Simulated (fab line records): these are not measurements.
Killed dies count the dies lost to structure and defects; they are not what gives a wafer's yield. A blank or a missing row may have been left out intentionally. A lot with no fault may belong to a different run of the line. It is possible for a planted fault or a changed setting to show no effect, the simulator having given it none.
Which tool was responsible? || flow n5-finfet || Sampling: 10 lots, 27 wafers, 5 of 1938 route steps

== WHAT THE GAUGES SHOWED, per wafer ==
N5_FIN_CUT_CD_MEAS_08: target cd 29.1 nm. Usual: cd-nm reads 29.11 nm (standard deviation 0.23).
{"lot": "L385", "measured": "day 2 15:31", "on": "cd-sem-02", "cd-nm (nm)": "29.18 29.61", "flag": ""}
{"lot": "L387", "measured": "day 3 02:34", "on": "cd-sem-01", "cd-nm (nm)": "29.26 29.00 29.23", "flag": ""}
{"lot": "L389", "measured": "day 3 15:08", "on": "cd-sem-01", "cd-nm (nm)": "29.10 29.27 29.51", "flag": ""}
{"lot": "L390", "measured": "day 3 21:35", "on": "cd-sem-03", "cd-nm (nm)": "29.11 29.11 28.60", "flag": ""}
{"lot": "L392", "measured": "day 4 10:13", "on": "cd-sem-03", "cd-nm (nm)": "29.14 29.16", "flag": ""}
{"lot": "L394", "measured": "day 4 20:44", "on": "cd-sem-02", "cd-nm (nm)": "29.03 28.98 28.95", "flag": ""}
{"lot": "L395", "measured": "day 5 01:48", "on": "cd-sem-02", "cd-nm (nm)": "28.86 29.06 29.47", "flag": ""}
{"lot": "L396", "measured": "day 5 11:08", "on": "cd-sem-02", "cd-nm (nm)": "29.34 29.19 29.06", "flag": ""}
{"lot": "L405", "measured": "day 7 14:22", "on": "cd-sem-01", "cd-nm (nm)": "28.83 29.03 29.23", "flag": ""}
{"lot": "L406", "measured": "day 7 22:29", "on": "cd-sem-03", "cd-nm (nm)": "28.89 29.07", "flag": ""}

N5_FIN_CUT_INSPECT_10: inspects for defects (brightfield). Usual: raw-defect-count reads 43 (standard deviation 12).
{"lot": "L385", "measured": "day 2 15:36", "on": "defect-inspect-01", "raw-defect-count": "25 44", "flag": ""}
{"lot": "L387", "measured": "day 3 02:39", "on": "defect-inspect-01", "raw-defect-count": "42 43 58", "flag": ""}
{"lot": "L389", "measured": "day 3 15:13", "on": "defect-inspect-02", "raw-defect-count": "32 47 41", "flag": ""}
{"lot": "L390", "measured": "day 3 21:41", "on": "defect-inspect-02", "raw-defect-count": "62 63 41", "flag": ""}
{"lot": "L392", "measured": "day 4 10:18", "on": "defect-inspect-02", "raw-defect-count": "22 52", "flag": ""}
{"lot": "L394", "measured": "day 4 20:49", "on": "defect-inspect-02", "raw-defect-count": "38 25 36", "flag": ""}
{"lot": "L395", "measured": "day 5 01:53", "on": "defect-inspect-02", "raw-defect-count": "48 52 38", "flag": ""}
{"lot": "L396", "measured": "day 5 11:14", "on": "defect-inspect-01", "raw-defect-count": "54 81 48", "flag": ""}
{"lot": "L405", "measured": "day 7 14:28", "on": "defect-inspect-02", "raw-defect-count": "43 32 56", "flag": ""}
{"lot": "L406", "measured": "day 7 22:35", "on": "defect-inspect-02", "raw-defect-count": "61 34", "flag": ""}

N5_BEOL_M4_RC_MEAS_101. Usual: DIBL_N 36.1 mV/V, standard deviation 2; DIBL_P 36.3 mV/V, standard deviation 2.5; IOFF_N 0.16 nA/um, standard deviation 0.037; IOFF_P 0.21 nA/um, standard deviation 0.039; ION_N 678 uA/um, standard deviation 15; ION_P 465 uA/um, standard deviation 8.7; SS_N 71.4 mV/dec, standard deviation 0.7; SS_P 73.3 mV/dec, standard deviation 0.74; VT_N 249 mV, standard deviation 3.6; VT_P -250.0 mV, standard deviation 2.9.
{"lot": "L385", "measured": "day 8 23:31", "on": "prober-01", "DIBL_N (mV/V)": "35.7 37.6", "DIBL_P (mV/V)": "35.4 37.8", "IOFF_N (nA/um)": "0.14 0.18", "IOFF_P (nA/um)": "0.17 0.22", "ION_N (uA/um)": "675 674", "ION_P (uA/um)": "457 460", "SS_N (mV/dec)": "70.6 72.1", "SS_P (mV/dec)": "73.0 74.7", "VT_N (mV)": "254 249", "VT_P (mV)": "-255.2 -249.7", "flag": ""}
{"lot": "L387", "measured": "day 9 03:50", "on": "prober-01", "DIBL_N (mV/V)": "37.2 39.2 38.7", "DIBL_P (mV/V)": "35.6 36.4 36.8", "IOFF_N (nA/um)": "0.17 0.20 0.18", "IOFF_P (nA/um)": "0.23 0.25 0.26", "ION_N (uA/um)": "688 681 688", "ION_P (uA/um)": "472 459 473", "SS_N (mV/dec)": "71.7 72.3 72.6", "SS_P (mV/dec)": "74.1 73.8 73.2", "VT_N (mV)": "249 247 249", "VT_P (mV)": "-251.1 -249.6 -251.2", "flag": ""}
{"lot": "L389", "measured": "day 9 06:28", "on": "prober-01", "DIBL_N (mV/V)": "34.8 34.5 38.4", "DIBL_P (mV/V)": "35.2 35.1 40.7", "IOFF_N (nA/um)": "0.14 0.13 0.21", "IOFF_P (nA/um)": "0.18 0.17 0.27", "ION_N (uA/um)": "687 670 687", "ION_P (uA/um)": "470 459 472", "SS_N (mV/dec)": "71.5 71.3 72.4", "SS_P (mV/dec)": "72.7 73.1 74.3", "VT_N (mV)": "251 251 244", "VT_P (mV)": "-250.1 -251.9 -245.6", "flag": ""}
{"lot": "L390", "measured": "day 9 07:47", "on": "prober-02", "DIBL_N (mV/V)": "32.3 34.5 37.8", "DIBL_P (mV/V)": "30.4 33.9 38.5", "IOFF_N (nA/um)": "0.09 0.12 0.17", "IOFF_P (nA/um)": "0.14 0.18 0.25", "ION_N (uA/um)": "653 666 672", "ION_P (uA/um)": "459 465 467", "SS_N (mV/dec)": "70.1 71.4 71.9", "SS_P (mV/dec)": "71.2 73.0 73.8", "VT_N (mV)": "257 251 248", "VT_P (mV)": "-253.7 -250.1 -247.8", "flag": ""}
{"lot": "L392", "measured": "day 10 18:18", "on": "prober-01", "DIBL_N (mV/V)": "33.9 37.4", "DIBL_P (mV/V)": "33.0 38.3", "IOFF_N (nA/um)": "0.12 0.17", "IOFF_P (nA/um)": "0.17 0.26", "ION_N (uA/um)": "663 678", "ION_P (uA/um)": "464 469", "SS_N (mV/dec)": "71.1 71.9", "SS_P (mV/dec)": "72.9 74.4", "VT_N (mV)": "255 249", "VT_P (mV)": "-251.0 -245.3", "flag": ""}
{"lot": "L394", "measured": "day 11 15:52", "on": "prober-01", "DIBL_N (mV/V)": "34.2 35.7 39.3", "DIBL_P (mV/V)": "32.9 34.2 38.5", "IOFF_N (nA/um)": "0.12 0.14 0.20", "IOFF_P (nA/um)": "0.19 0.20 0.28", "ION_N (uA/um)": "666 675 667", "ION_P (uA/um)": "463 466 456", "SS_N (mV/dec)": "70.9 71.2 73.3", "SS_P (mV/dec)": "72.2 73.9 73.9", "VT_N (mV)": "253 252 247", "VT_P (mV)": "-250.1 -249.2 -248.1", "flag": ""}
{"lot": "L395", "measured": "day 11 16:26", "on": "prober-02", "DIBL_N (mV/V)": "38.8 33.9 38.7", "DIBL_P (mV/V)": "41.2 34.1 39.1", "IOFF_N (nA/um)": "0.25 0.13 0.23", "IOFF_P (nA/um)": "0.32 0.19 0.27", "ION_N (uA/um)": "705 680 697", "ION_P (uA/um)": "485 468 474", "SS_N (mV/dec)": "72.3 70.7 72.0", "SS_P (mV/dec)": "73.9 72.6 73.4", "VT_N (mV)": "243 249 244", "VT_P (mV)": "-243.5 -252.0 -249.4", "flag": ""}
{"lot": "L396", "measured": "day 12 11:16", "on": "prober-02", "DIBL_N (mV/V)": "38.2 39.7 39.1", "DIBL_P (mV/V)": "39.3 41.3 40.2", "IOFF_N (nA/um)": "0.20 0.26 0.21", "IOFF_P (nA/um)": "0.22 0.26 0.24", "ION_N (uA/um)": "691 715 680", "ION_P (uA/um)": "468 482 459", "SS_N (mV/dec)": "72.0 72.2 72.0", "SS_P (mV/dec)": "73.3 74.2 74.2", "VT_N (mV)": "247 241 245", "VT_P (mV)": "-249.6 -246.2 -248.8", "flag": ""}
{"lot": "L405", "measured": "day 14 13:26", "on": "prober-01", "DIBL_N (mV/V)": "39.8 36.3 37.8", "DIBL_P (mV/V)": "41.0 37.9 38.1", "IOFF_N (nA/um)": "0.25 0.17 0.21", "IOFF_P (nA/um)": "0.31 0.25 0.24", "ION_N (uA/um)": "702 687 689", "ION_P (uA/um)": "476 474 460", "SS_N (mV/dec)": "72.3 71.1 72.4", "SS_P (mV/dec)": "74.4 74.2 74.1", "VT_N (mV)": "242 246 244", "VT_P (mV)": "-245.9 -244.9 -248.1", "flag": ""}
{"lot": "L406", "measured": "day 14 01:16", "on": "prober-02", "DIBL_N (mV/V)": "34.2 36.9", "DIBL_P (mV/V)": "34.1 37.5", "IOFF_N (nA/um)": "0.13 0.16", "IOFF_P (nA/um)": "0.18 0.23", "ION_N (uA/um)": "676 672", "ION_P (uA/um)": "466 468", "SS_N (mV/dec)": "70.1 71.6", "SS_P (mV/dec)": "73.3 74.1", "VT_N (mV)": "251 251", "VT_P (mV)": "-251.3 -249.1", "flag": ""}

== EACH LOT AND THE TOOL THAT RAN IT (in order: tool; ch and the chambers of the sampled wafers; start) ==
{"lot": "L385", "N5_FIN_CUT_CUT_ETCH_15": "rie-si-05 ch 0,2, day 2 16:23", "N5_FIN_CUT_STRIP_22": "rie-diel-02 ch 2,3, day 2 16:30"}
{"lot": "L387", "N5_FIN_CUT_CUT_ETCH_15": "rie-si-05 ch 1,2, day 3 03:19", "N5_FIN_CUT_STRIP_22": "rie-diel-01 ch 1,2,3, day 3 03:29"}
{"lot": "L389", "N5_FIN_CUT_CUT_ETCH_15": "rie-si-04 ch 0,2,3, day 3 15:53", "N5_FIN_CUT_STRIP_22": "rie-diel-01 ch 0,2,3, day 3 16:00"}
{"lot": "L390", "N5_FIN_CUT_CUT_ETCH_15": "rie-si-02 ch 0,2,3, day 3 22:25", "N5_FIN_CUT_STRIP_22": "rie-diel-03 ch 1,2, day 3 22:37"}
{"lot": "L392", "N5_FIN_CUT_CUT_ETCH_15": "rie-si-04 ch 0,3, day 4 10:59", "N5_FIN_CUT_STRIP_22": "rie-diel-01 ch 0,3, day 4 11:06"}
{"lot": "L394", "N5_FIN_CUT_CUT_ETCH_15": "rie-si-04 ch 1,2, day 4 21:29", "N5_FIN_CUT_STRIP_22": "rie-diel-03 ch 1,3, day 4 21:37"}
{"lot": "L395", "N5_FIN_CUT_CUT_ETCH_15": "rie-si-04 ch 2,3, day 5 02:33", "N5_FIN_CUT_STRIP_22": "rie-diel-02 ch 0,1,2, day 5 02:40"}
{"lot": "L396", "N5_FIN_CUT_CUT_ETCH_15": "rie-si-02 ch 0,2,3, day 5 12:05", "N5_FIN_CUT_STRIP_22": "rie-diel-03 ch 0,3, day 5 12:15"}
{"lot": "L405", "N5_FIN_CUT_CUT_ETCH_15": "rie-si-05 ch 1,2, day 7 15:11", "N5_FIN_CUT_STRIP_22": "rie-diel-03 ch 0,2, day 7 15:19"}
{"lot": "L406", "N5_FIN_CUT_CUT_ETCH_15": "rie-si-05 ch 3, day 7 23:14", "N5_FIN_CUT_STRIP_22": "rie-diel-01 ch 0,2, day 7 23:22"}
- N5_FIN_CUT_CUT_ETCH_15: etches Si in HBr/Cl2/O2, target depth 100 nm, bt time 10 s, time 42.4 s.
- N5_FIN_CUT_STRIP_22: strips in N2/H2.

== WHAT THE TOOLS THEMSELVES READ (means of the sampled wafers that have a number; where no wafer has one, the mark that the record gives instead) ==
N5_FIN_CUT_CUT_ETCH_15. Usual: O2_flow_sccm 12.00 sccm, standard deviation 0.036; drypump-motor-current-A 5.6 A, standard deviation 0.42; oes-product-au 1.002 a.u., standard deviation 0.018; throttle-valve-pct 37.25 %, standard deviation 0.28.
{"lot": "L385", "tool": "rie-si-05", "O2_flow_sccm (sccm)": 12.04, "drypump-motor-current-A (A)": 5.4, "oes-product-au (a.u.)": 1.006, "throttle-valve-pct (%)": 37.37, "flag": ""}
{"lot": "L387", "tool": "rie-si-05", "O2_flow_sccm (sccm)": 11.99, "drypump-motor-current-A (A)": 5.2, "oes-product-au (a.u.)": 0.996, "throttle-valve-pct (%)": 37.49, "flag": ""}
{"lot": "L389", "tool": "rie-si-04", "O2_flow_sccm (sccm)": 11.98, "drypump-motor-current-A (A)": 5.7, "oes-product-au (a.u.)": 1.005, "throttle-valve-pct (%)": 37.26, "flag": ""}
{"lot": "L390", "tool": "rie-si-02", "O2_flow_sccm (sccm)": 11.98, "drypump-motor-current-A (A)": 5.8, "oes-product-au (a.u.)": 0.993, "throttle-valve-pct (%)": 37.24, "flag": ""}
{"lot": "L392", "tool": "rie-si-04", "O2_flow_sccm (sccm)": 11.97, "drypump-motor-current-A (A)": 5.9, "oes-product-au (a.u.)": 0.995, "throttle-valve-pct (%)": 37.34, "flag": ""}
{"lot": "L394", "tool": "rie-si-04", "O2_flow_sccm (sccm)": 11.99, "drypump-motor-current-A (A)": 5.7, "oes-product-au (a.u.)": 1.020, "throttle-valve-pct (%)": 37.13, "flag": ""}
{"lot": "L395", "tool": "rie-si-04", "O2_flow_sccm (sccm)": 12.02, "drypump-motor-current-A (A)": 5.5, "oes-product-au (a.u.)": 1.035, "throttle-valve-pct (%)": 37.30, "flag": ""}
{"lot": "L396", "tool": "rie-si-02", "O2_flow_sccm (sccm)": 11.96, "drypump-motor-current-A (A)": 5.7, "oes-product-au (a.u.)": 0.991, "throttle-valve-pct (%)": 37.22, "flag": ""}
{"lot": "L405", "tool": "rie-si-05", "O2_flow_sccm (sccm)": 12.00, "drypump-motor-current-A (A)": 5.2, "oes-product-au (a.u.)": 0.997, "throttle-valve-pct (%)": 37.49, "flag": ""}
{"lot": "L406", "tool": "rie-si-05", "O2_flow_sccm (sccm)": 12.04, "drypump-motor-current-A (A)": 5.7, "oes-product-au (a.u.)": 0.990, "throttle-valve-pct (%)": 37.03, "flag": ""}

N5_FIN_CUT_STRIP_22. Usual: drypump-motor-current-A 6.0 A, standard deviation 0.38; oes-product-au 0.77 a.u., standard deviation 0.088; power-w 500.1 W, standard deviation 1.4; rf-vpp-V 54.2 V, standard deviation 2.4; showerhead-plenum-p-Torr 3.34 Torr, standard deviation 0.095; throttle-valve-pct 18.9 %, standard deviation 0.38.
{"lot": "L385", "tool": "rie-diel-02", "drypump-motor-current-A (A)": 5.8, "oes-product-au (a.u.)": 0.73, "power-w (W)": 501.6, "rf-vpp-V (V)": 54.5, "showerhead-plenum-p-Torr (Torr)": 3.22, "throttle-valve-pct (%)": 19.1, "flag": ""}
{"lot": "L387", "tool": "rie-diel-01", "drypump-motor-current-A (A)": 6.0, "oes-product-au (a.u.)": 0.73, "power-w (W)": 498.9, "rf-vpp-V (V)": 54.4, "showerhead-plenum-p-Torr (Torr)": 3.38, "throttle-valve-pct (%)": 19.2, "flag": ""}
{"lot": "L389", "tool": "rie-diel-01", "drypump-motor-current-A (A)": 6.1, "oes-product-au (a.u.)": 0.73, "power-w (W)": 500.2, "rf-vpp-V (V)": 53.0, "showerhead-plenum-p-Torr (Torr)": 3.42, "throttle-valve-pct (%)": 19.1, "flag": ""}
{"lot": "L390", "tool": "rie-diel-03", "drypump-motor-current-A (A)": 6.1, "oes-product-au (a.u.)": 0.71, "power-w (W)": 500.5, "rf-vpp-V (V)": 52.1, "showerhead-plenum-p-Torr (Torr)": 3.32, "throttle-valve-pct (%)": 18.8, "flag": ""}
{"lot": "L392", "tool": "rie-diel-01", "drypump-motor-current-A (A)": 6.1, "oes-product-au (a.u.)": 0.71, "power-w (W)": 500.7, "rf-vpp-V (V)": 54.2, "showerhead-plenum-p-Torr (Torr)": 3.38, "throttle-valve-pct (%)": 19.0, "flag": ""}
{"lot": "L394", "tool": "rie-diel-03", "drypump-motor-current-A (A)": 6.0, "oes-product-au (a.u.)": 0.70, "power-w (W)": 499.1, "rf-vpp-V (V)": 54.4, "showerhead-plenum-p-Torr (Torr)": 3.36, "throttle-valve-pct (%)": 18.7, "flag": ""}
{"lot": "L395", "tool": "rie-diel-02", "drypump-motor-current-A (A)": 6.0, "oes-product-au (a.u.)": 0.79, "power-w (W)": 500.3, "rf-vpp-V (V)": 54.4, "showerhead-plenum-p-Torr (Torr)": 3.28, "throttle-valve-pct (%)": 18.8, "flag": ""}
{"lot": "L396", "tool": "rie-diel-03", "drypump-motor-current-A (A)": 5.6, "oes-product-au (a.u.)": 0.78, "power-w (W)": 501.3, "rf-vpp-V (V)": 53.9, "showerhead-plenum-p-Torr (Torr)": 3.41, "throttle-valve-pct (%)": 18.7, "flag": ""}
{"lot": "L405", "tool": "rie-diel-03", "drypump-motor-current-A (A)": 6.2, "oes-product-au (a.u.)": 0.74, "power-w (W)": 500.1, "rf-vpp-V (V)": 52.6, "showerhead-plenum-p-Torr (Torr)": 3.34, "throttle-valve-pct (%)": 18.9, "flag": ""}
{"lot": "L406", "tool": "rie-diel-01", "drypump-motor-current-A (A)": 6.1, "oes-product-au (a.u.)": 0.82, "power-w (W)": 500.3, "rf-vpp-V (V)": 53.2, "showerhead-plenum-p-Torr (Torr)": 3.43, "throttle-valve-pct (%)": 18.8, "flag": ""}

== THE ANSWER, worked out from the rows above alone ==
Rule: lot off if the mean of its wafers having a number is beyond 3 standard deviations from the usual mean. A lot without any number at a reading at which 4 lots or more have one is off too. Where the step has rows for the other lots, those lots are counted as sound. First the gauges in route order, then the tools' own readings, where a lot's mean is used as printed above. At the first step where some lot is off, the reading lying furthest off is the one used; lots without a number count as furthest.
Across all readings shown, no lot is off: no conclusion can be drawn from this.

== WHAT THE SIMULATOR HAD PUT IN ==
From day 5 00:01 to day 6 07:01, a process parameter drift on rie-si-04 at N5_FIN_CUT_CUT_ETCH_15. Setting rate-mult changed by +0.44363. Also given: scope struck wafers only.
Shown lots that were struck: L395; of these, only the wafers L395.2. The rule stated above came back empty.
